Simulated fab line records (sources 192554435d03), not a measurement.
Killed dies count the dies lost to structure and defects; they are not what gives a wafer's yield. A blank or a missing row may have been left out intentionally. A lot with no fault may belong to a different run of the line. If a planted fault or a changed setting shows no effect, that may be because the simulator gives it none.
Chamber matching | flow n5-finfet | N5_BEOL_M5_ETCH_67 on rie-diel-03 has 4 sister chambers
The step etches SiARC in CF4, target depth 15.6 nm, time 26 s. 4 wafers are shown with their chamber, then 8 later ones without.

## EACH WAFER AND ITS CHAMBER
wafer  | chamber | throttle-valve-pct (%)
L083.6 | 1       | 16.01
L085.1 | 2       | 15.40
L085.4 | 0       | 15.00
L088.2 | 3       | 15.92

## WAFERS MISSING THEIR CHAMBER
wafer  | throttle-valve-pct (%)
L088.5 | 15.38
L088.6 | 16.06
L092.2 | 15.41
L092.4 | 15.91
L092.6 | 15.42
L095.1 | 15.42
L095.2 | 15.44
L095.5 | 15.43

## WHICH CHAMBER EACH WENT THROUGH
wafer  | from the rows above | in truth
L088.5 | 2                   | 2
L088.6 | 1                   | 1
L092.2 | 2                   | 2
L092.4 | 3                   | 3
L092.6 | 2                   | 2
L095.1 | 2                   | 2
L095.2 | 2                   | 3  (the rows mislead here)
L095.5 | 2                   | 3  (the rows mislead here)
Correct placement for 6 of the 8. Number that these rows cannot place: 0. Wrongly placed: 2.
How it was worked out, from the rows above alone: a wafer's distance from a chamber is the root of the sum, over the readings, of the square of ((its reading less the chamber's mean) divided by the reading's scatter). If the next closest chamber is less than 2 further off than the closest, the wafer can't be placed; otherwise it belongs to the closest. The mean given for a chamber averages the wafers shown for that chamber. The scatter: with one shown wafer a chamber, the root of the mean of the squares of how far each hidden wafer lies from its nearest shown one.
